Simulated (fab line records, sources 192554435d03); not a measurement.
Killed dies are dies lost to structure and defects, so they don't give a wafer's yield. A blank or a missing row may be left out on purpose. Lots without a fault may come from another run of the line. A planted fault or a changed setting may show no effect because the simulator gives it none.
Chamber matching | flow n5_finfet | N5_BEOL_M0_STRIP_104 on rie_diel-04: 4 sister chambers
The step strips in N2/H2. 4 wafers are shown with their chamber, then 7 later ones without.

WAFERS WITH THEIR CHAMBER
wafer  | chamber | showerhead_plenum_p_Torr (Torr)
L076.3 | 0       | 2.48
L087.4 | 1       | 2.73
L088.1 | 3       | 2.60
L088.2 | 2       | 2.59

WAFERS WITHOUT THEIR CHAMBER
wafer  | showerhead_plenum_p_Torr (Torr)
L088.5 | 2.73
L090.4 | 2.72
L090.5 | 2.72
L090.6 | 2.59
L095.4 | 2.46
L095.5 | 2.60
L095.6 | 2.46

WHICH CHAMBER EACH WENT THROUGH
wafer  | from the rows above     | in truth
L088.5 | 1                       | 1
L090.4 | 1                       | 1
L090.5 | 1                       | 1
L090.6 | can't be placed: 2 or 3 | 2
L095.4 | 0                       | 0
L095.5 | can't be placed: 3 or 2 | 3
L095.6 | 0                       | 0
Placed correctly: 5 of 7. Can't be placed from these rows: 2 (the true chamber is among the candidates in 2). Placed wrongly: 0.
How it was worked out, from the rows above alone: a wafer's distance from a chamber is the root of the sum, over the readings, of the square of ((its reading less the chamber's mean) divided by the reading's scatter). The wafer belongs to the nearest chamber; if the next one is less than 2 further off, it can't be placed. A chamber's mean is the mean of its shown wafers. The scatter: with one shown wafer a chamber, the root of the mean of the squares of how far each hidden wafer lies from its nearest shown one.
